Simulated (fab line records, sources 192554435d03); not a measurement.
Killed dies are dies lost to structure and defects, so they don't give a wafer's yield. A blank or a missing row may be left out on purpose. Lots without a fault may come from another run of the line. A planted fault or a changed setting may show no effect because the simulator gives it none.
Chamber matching | flow n5_finfet | N5_BEOL_M0_SAQP_STRIP_108 on rie_diel-05: 4 sister chambers
The step strips in N2/H2. 14 wafers are shown with their chamber, then 7 later ones without.

WAFERS WITH THEIR CHAMBER
wafer  | chamber | showerhead_plenum_p_Torr (Torr) | drypump_motor_current_A (A) | throttle_valve_pct (%)
L074.2 | 3       | 3.43                            | 4.9                         | 18.47
L074.4 | 1       | 3.56                            | 5.4                         | 18.19
L074.6 | 2       | 3.17                            | 5.6                         | 18.84
L084.3 | 0       | 3.31                            | 5.6                         | 18.95
L084.5 | 1       | 3.55                            | 5.4                         | 18.24
L084.6 | 2       | 3.16                            | 5.6                         | 18.87
L085.3 | 0       | 3.31                            | 5.6                         | 18.95
L085.4 | 2       | 3.16                            | 5.6                         | 18.88
L085.6 | 0       | 3.31                            | 5.6                         | 18.96
L089.2 | 2       | 3.16                            | 5.6                         | 18.90
L089.3 | 3       | 3.42                            | 5.0                         | 18.52
L089.5 | 3       | 3.42                            | 5.0                         | 18.51
L090.4 | 1       | 3.54                            | 5.4                         | 18.27
L090.5 | 3       | 3.42                            | 5.0                         | 18.52

SIGNATURES (means of the wafers above)
reading                  | chamber 0 | chamber 1 | chamber 2 | chamber 3 | scatter within a chamber
showerhead_plenum_p_Torr | 3.3100    | 3.5500    | 3.1625    | 3.4225    | 0.00592
drypump_motor_current_A  | 5.600     | 5.400     | 5.600     | 4.975     | 0.0274
throttle_valve_pct       | 18.9533   | 18.2333   | 18.8725   | 18.5050   | 0.0263
Rule: a wafer's distance from a chamber is the root of the sum, over the readings, of the square of ((its reading less the chamber's mean) divided by the reading's scatter). The wafer belongs to the nearest chamber; if the next one is less than 2 further off, it can't be placed. The scatter: the root of (the sum of the squares of (reading less its chamber's mean) over the shown wafers, divided by (wafers less chambers)).

WAFERS WITHOUT THEIR CHAMBER
wafer  | showerhead_plenum_p_Torr (Torr) | drypump_motor_current_A (A) | throttle_valve_pct (%)
L090.6 | 3.16                            | 5.6                         | 18.89
L092.3 | 3.54                            | 5.5                         | 18.27
L092.4 | 3.30                            | 5.6                         | 18.55
L092.5 | 3.41                            | 5.0                         | 18.53
L095.2 | 3.53                            | 5.5                         | 18.26
L095.3 | 3.41                            | 5.0                         | 18.52
L095.6 | 3.41                            | 5.0                         | 18.53

WHICH CHAMBER EACH WENT THROUGH
wafer  | from the rows above | in truth
L090.6 | 2                   | 2
L092.3 | 1                   | 1
L092.4 | 0                   | 0
L092.5 | 3                   | 3
L095.2 | 1                   | 1
L095.3 | 3                   | 3
L095.6 | 3                   | 3
Placed correctly: 7 of 7. Can't be placed from these rows: 0. Placed wrongly: 0.
